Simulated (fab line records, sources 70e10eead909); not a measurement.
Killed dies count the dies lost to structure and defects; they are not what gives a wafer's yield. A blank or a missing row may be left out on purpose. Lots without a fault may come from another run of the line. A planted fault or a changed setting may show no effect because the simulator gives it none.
A struck lot beside a sound one ; flow nand_harc ; 15 out of 1302 route steps
Sound: wafers L251.2, L251.4, L251.6. Wafers struck: L250.1, L250.2, L250.3. The cause comes at the end.
At each step with rows: each side's tool, then ch and its chambers, then its first start. Under that, the readings that differ: sound wafers ; struck wafers ; difference of the means ; sigmas: that difference in standard deviations of wafers without a fault.
alike: same words and numbers on both sides, and readings whose means sit less than 2 such deviations apart. not compared: any withheld reading, any reading some wafer has no value for, any bound like >300 that may hide the same value, and any number with overlapping values for which the record gives no deviation.
The two part at a step that has a row with sigmas, a row that says differs or no value, or rows on one side only. Numbers that have no deviation but don't overlap get no sigmas and don't part them. A reading missing from all wafers of one side parts the sides only when that side holds two or more wafers.

first, 7 steps without rows for these wafers: NHARC_A_M1_COAT_34 (time 65 s); NHARC_A_M1_COAT_03 (resist thk 90 nm); NHARC_A_M1_SOFTBAKE_04 (time 55 s); NHARC_A_M1_EBR_05; NHARC_A_M1_EXPOSE_06 (exposes mask A M1, target cd 120 nm); NHARC_A_M1_PEB_07 (peb time 65 s); NHARC_A_M1_DEVELOP_08 (develop time 35 s).
NHARC_A_M1_CD_MEAS_09: the cd target is 120 nm.
  sound on cd_sem-02 ch 0, day 28 21:17; struck on cd_sem-02 ch 0, day 27 10:16
  alike: cd_nm
NHARC_A_M1_OVL_MEAS_10: pitch 240 nm.
  struck on overlay-01, day 27 10:22; sound on overlay-01, day 28 21:22
  alike: overlay_x_nm, overlay_y_nm
NHARC_A_M1_INSPECT_11:
  struck on defect_inspect-01, day 27 10:24; sound on defect_inspect-02, day 28 21:24
  alike: raw_defect_count
NHARC_A_M1_DESCUM_14: chemistry O2, time 3 s.
  sound on rie_diel-02 ch 0,2,3, day 28 21:28; struck on rie_diel-05 ch 0,1,2, day 27 10:28
  alike: drypump_motor_current_A, oes_product_au, rf_vpp_V, showerhead_plenum_p_Torr, throttle_valve_pct
  not compared: rf_hours_counter_h
NHARC_A_M1_ETCH_35: etches the open film in N2/H2, target depth 40 nm, overetch 12 nm, time 43.94 s.
  sound on rie_diel-02 ch 1,2,3, day 28 21:34; struck on rie_diel-05 ch 0,1,2, day 27 10:33
  alike: drypump_motor_current_A, oes_product_au, rf_vpp_V, run_length_s, showerhead_plenum_p_Torr, throttle_valve_pct
  not compared: rf_hours_counter_h
NHARC_A_M1_ETCH_15: etches the open film in C4F8/Ar, target depth 182.5 nm, time 91.2 s.
  sound on rie_diel-02 ch 0,1,3, day 28 21:38; struck on rie_diel-05 ch 0,2,3, day 27 10:38
reading;sound;struck;difference;sigmas
run_length_s (s);113.1 112.9 112.6;103.7 103.2 103.3;-9.5;-23
  alike: oes_product_au, rf_vpp_V
  not compared: rf_hours_counter_h
NHARC_A_M1_CD_MEAS_16:
  struck on cd_sem-01, day 27 10:46; sound on cd_sem-03, day 28 21:46
  alike: cd_nm
NHARC_END_SORT_01:
  sound on prober-01 ch 0, day 30 10:40; struck on prober-01 ch 0, day 28 19:38
reading;sound;struck;difference;sigmas
hold;- - -;await_dispo/2.2h/release await_dispo/2.2h/release await_dispo/2.2h/release;no value on the sound wafers;
  alike: defect_limited_yield, killed_at_array, killed_at_other, killed_at_periphery, killed_dies, killed_open, killed_short, sort_bin_2_pct, sort_bin_3_pct, sort_bin_4_pct, sort_n_pass, sort_rim_yield_pct, sort_yield_pct

== WHERE THEY PART ==
Earliest at NHARC_A_M1_ETCH_15; latest, in this record, at NHARC_END_SORT_01.

WHY: what the simulator had put in
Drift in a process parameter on rie_diel-05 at NHARC_A_M1_ETCH_15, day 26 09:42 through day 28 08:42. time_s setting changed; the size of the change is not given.
